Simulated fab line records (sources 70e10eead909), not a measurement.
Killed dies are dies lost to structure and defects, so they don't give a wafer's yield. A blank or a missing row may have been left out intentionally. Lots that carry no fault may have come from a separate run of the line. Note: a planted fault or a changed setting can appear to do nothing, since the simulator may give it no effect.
Matching of chambers + flow nandHarc + NHARC_A_CHANNEL_FILL_D1_ETCHBACK_19 on rieSi-02: 4 sister chambers
The step etches the open film in HBr/Cl2, target depth 5 nm, time 1.7 s. 8 wafers are shown with their chamber, then 10 later ones without.

WAFERS PAIRED WITH THEIR CHAMBERS
| wafer  | chamber | drypumpMotorCurrentA (A) | oesProductAu (a.u.) |
|--------|---------|--------------------------|---------------------|
| L084.6 | 0       | 5.5                      | 1.012               |
| L085.1 | 0       | 5.5                      | 1.017               |
| L085.4 | 3       | 5.5                      | 1.010               |
| L088.1 | 2       | 5.2                      | 1.002               |
| L088.2 | 3       | 5.6                      | 1.002               |
| L088.5 | 1       | 5.4                      | 0.993               |
| L089.1 | 1       | 5.4                      | 0.995               |
| L089.3 | 2       | 5.2                      | 0.998               |

WAFERS MISSING THEIR CHAMBER
| wafer  | drypumpMotorCurrentA (A) | oesProductAu (a.u.) |
|--------|--------------------------|---------------------|
| L089.6 | 5.2                      | 0.994               |
| L091.1 | 5.4                      | 0.998               |
| L091.2 | 5.2                      | 0.981               |
| L091.3 | 5.5                      | 0.993               |
| L092.4 | 5.2                      | 0.997               |
| L092.5 | 5.5                      | 1.026               |
| L092.6 | 5.4                      | 1.006               |
| L094.1 | 5.2                      | 0.993               |
| L094.3 | 5.5                      | 1.023               |
| L094.4 | 5.6                      | 0.995               |

WHICH CHAMBER EACH WENT THROUGH
| wafer  | from the rows above          | in truth |
|--------|------------------------------|----------|
| L089.6 | 2                            | 2        |
| L091.1 | 1                            | 1        |
| L091.2 | can't be placed: 2 or 1      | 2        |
| L091.3 | can't be placed: 1 or 3      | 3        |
| L092.4 | 2                            | 2        |
| L092.5 | 0                            | 0        |
| L092.6 | can't be placed: 1 or 0 or 3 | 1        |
| L094.1 | 2                            | 2        |
| L094.3 | 0                            | 0        |
| L094.4 | 3                            | 3        |
Placed correctly: 7 of 10. From these rows, 3 cannot be placed; in 3 the true chamber is one of the candidates. Placed wrongly: 0.
How it was worked out, from the rows above alone: a wafer's distance from a chamber is the root of the sum, over the readings, of the square of ((its reading less the chamber's mean) divided by the reading's scatter). If the next closest chamber is less than 2 further off than the closest, the wafer can't be placed; otherwise it belongs to the closest. A chamber's mean is the mean of its shown wafers. How the scatter is found: for the shown wafers, subtract from each reading the mean of its chamber, square and add these, divide the total by (wafers less chambers), then take the root.
